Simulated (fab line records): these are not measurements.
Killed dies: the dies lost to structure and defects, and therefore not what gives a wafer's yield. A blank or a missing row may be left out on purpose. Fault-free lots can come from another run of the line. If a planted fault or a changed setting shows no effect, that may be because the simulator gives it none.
Comparing a struck lot with a sound one / flow nand harc / 14 out of 1302 route steps
Sound: these wafers, L895.2, L895.5, L895.6. Struck: wafer L912.5. (L912.2, L912.6 of the same lot were not struck and are left out.) The cause comes at the end.
For every step that has rows: the tool of each side, followed by ch and its chambers, followed by its first start. Under that, the readings that differ: sound wafers / struck wafers / difference of the means / sigmas: that difference in standard deviations of wafers without a fault.
alike: words and numbers the same on both sides, and readings whose means are apart by under 2 such deviations; not compared: readings that were withheld, readings missing a value for some wafer, numbers with overlapping values and no deviation given by the record, and bounds like >300 which may hide the same value.
The two part at a step that has a row with sigmas, a row that says differs or no value, or rows on one side only. Numbers that have no deviation but don't overlap get no sigmas and don't part them. A reading that every wafer of one side lacks parts them only if that side has two wafers or more.

first, 1 step without rows for these wafers: NHARC_A_CHANNEL_FILL_D1_SRD_12.
NHARC_A_CHANNEL_FILL_D1_INSPECT_13:
  struck on defect inspect-02, day 17 21:53; sound on defect inspect-01, day 10 15:14
  alike: raw defect count
NHARC_A_DECK1_JOINT_ETCHBACK_07: etches the open film in HBr, target depth 105 nm, time 26.9 s.
  sound on rie si-02 ch 0,1, day 10 15:17; struck on rie si-05 ch 2, day 17 21:58
  alike: bias w, drypump motor current A, oes product au, throttle valve pct
  not compared: rf hours counter h
then, 8 steps without rows for these wafers: NHARC_A_DECK1_JOINT_ETCH_25 (etches SiO2 in dHF, target depth 0.5 nm); NHARC_A_DECK1_JOINT_ETCH_19 (etches poly-Si in TMAH, target depth 3 nm); NHARC_A_DECK1_JOINT_ETCH_18 (etches SiO2 in dHF, target depth 3 nm); NHARC_A_DECK1_JOINT_WET_08 (chemistry H3PO4, time 86 s); NHARC_A_DECK1_JOINT_ETCH_09 (etches SiO2 in dHF, target depth 5 nm); NHARC_A_DECK1_JOINT_WET_10 (chemistry H3PO4, time 86 s); NHARC_A_DECK1_JOINT_ETCH_11 (etches SiO2 in dHF, target depth 35 nm); NHARC_A_DECK1_JOINT_CVD_12 (deposits poly-Si, target thk 90 nm, time 1800 s).
NHARC_A_DECK1_JOINT_CMP_13: polishes, target thk 51.023 nm.
  sound on cmp-01 ch 0,1, day 11 01:35; struck on cmp-04 ch 2, day 18 08:19
reading=time to endpoint s (s); sound=8.0 13.1 9.4; struck=17.0; difference=+6.8; sigmas=+3
  alike: motor current A
NHARC_A_DECK1_JOINT_THK_MEAS_14: measures by ellipsometry.
  struck on film metro-01, day 18 08:33; sound on film metro-02, day 11 01:51
  alike: thk nm
after that, 1 step had no rows for these wafers: NHARC_END_SORT_01.

## WHERE THEY PART
Only at NHARC_A_DECK1_JOINT_CMP_13, as far as this record shows. Later steps at which nothing parts them and some readings are alike: NHARC_A_DECK1_JOINT_THK_MEAS_14.

WHY: the cause the simulator had injected
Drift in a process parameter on cmp-04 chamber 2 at NHARC_A_DECK1_JOINT_CMP_13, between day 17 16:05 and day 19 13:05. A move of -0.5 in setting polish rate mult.
